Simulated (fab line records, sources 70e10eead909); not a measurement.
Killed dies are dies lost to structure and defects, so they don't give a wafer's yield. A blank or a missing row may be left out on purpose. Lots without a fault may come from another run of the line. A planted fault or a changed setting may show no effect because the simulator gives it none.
One fault seen from 2 desks | flow nand_harc | each desk has only its own numbers; what lay behind them comes last

THE METROLOGY DESK
What the gauges read, lot by lot, whatever tool the lot ran on: means of the sampled wafers that have a number. A lot is out of limits, marked OUT, if its mean lies more than 4 standard deviations from the usual mean; the brackets give that distance.
Columns: A = thk_nm at NHARC_A_ONON_D2_THK_MEAS_05, usual 997 nm; B = thk_nm at NHARC_A_ONON_D2_THK_MEAS_27, usual 1001 nm; C = cd_nm at NHARC_A_CHANNEL_HOLE_D2_CD_MEAS_10, usual 100.1 nm; D = cd_nm at NHARC_A_CHANNEL_HOLE_D2_CD_MEAS_31, usual 90.2 nm
lot  | first seen here | A    | B    | C               | D
L749 | day 12 12:44    | 1015 | 1012 | 99.8            | 88.5
L751 | day 13 14:52    | 1007 | 982  | 100.2           | 89.2
L755 | day 15 05:35    | 984  | 985  | 99.7            | 90.0
L754 | day 15 05:37    | 1013 | 986  | 100.8           | 90.7
L760 | day 17 14:43    | 995  | 987  | 100.4           | 90.0
L761 | day 17 14:43    | 982  | 997  | 100.1           | 90.7
L770 | day 21 19:01    | 998  | 999  | 108.5 (+22) OUT | 99.3 (+11) OUT
L771 | day 22 09:10    | 992  | 999  | 109.1 (+23) OUT | 98.9 (+11) OUT
This desk's finding: out of limits on L770, L771; first on L770, day 22 10:48 (cd_nm at NHARC_A_CHANNEL_HOLE_D2_CD_MEAS_10). In limits: L749, L751, L755, L754, L760, L761.

THE TOOL OWNER'S DESK: litho_track-01
The tool's own readings at NHARC_A_CHANNEL_HOLE_D2_PEB_08 (peb time 65 s): means of the sampled wafers that have a number, for each lot that ran on this tool. A lot is out of limits, marked OUT, if its mean lies more than 4 standard deviations from the usual mean; the brackets give that distance.
Columns: A = heater_power_total_W at NHARC_A_CHANNEL_HOLE_D2_PEB_08, usual 156.6 W; B = plate_temp_C at NHARC_A_CHANNEL_HOLE_D2_PEB_08, usual 100.04 C
lot  | first seen here | A               | B
L755 | day 15 23:55    | 157.1           | 99.88
L760 | day 18 05:34    | 156.4           | 99.97
L770 | day 22 10:43    | 163.7 (+17) OUT | 103.43 (+28) OUT
L771 | day 23 00:26    | 163.6 (+16) OUT | 103.35 (+28) OUT
This desk's finding: out of limits on L770, L771; first on L770, day 22 10:43 (heater_power_total_W at NHARC_A_CHANNEL_HOLE_D2_PEB_08). In limits: L755, L760.

PUT TOGETHER
The tool owner's desk could have raised an alarm at day 22 10:43, on L770, L771.
The metrology desk could have raised an alarm at day 22 10:48, on L770, L771.
Of the lots named, all ran NHARC_A_CHANNEL_HOLE_D2_PEB_08 on litho_track-01.

WHAT THE SIMULATOR HAD PUT IN
Process parameter drift: litho_track-01, from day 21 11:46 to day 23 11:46, at NHARC_A_CHANNEL_HOLE_D2_PEB_08. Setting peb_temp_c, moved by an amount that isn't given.
Lots struck among those shown: L770, L771.
Hours from the fault's start to each desk's first reading out of limits: the tool owner's desk, 23; the metrology desk, 23.
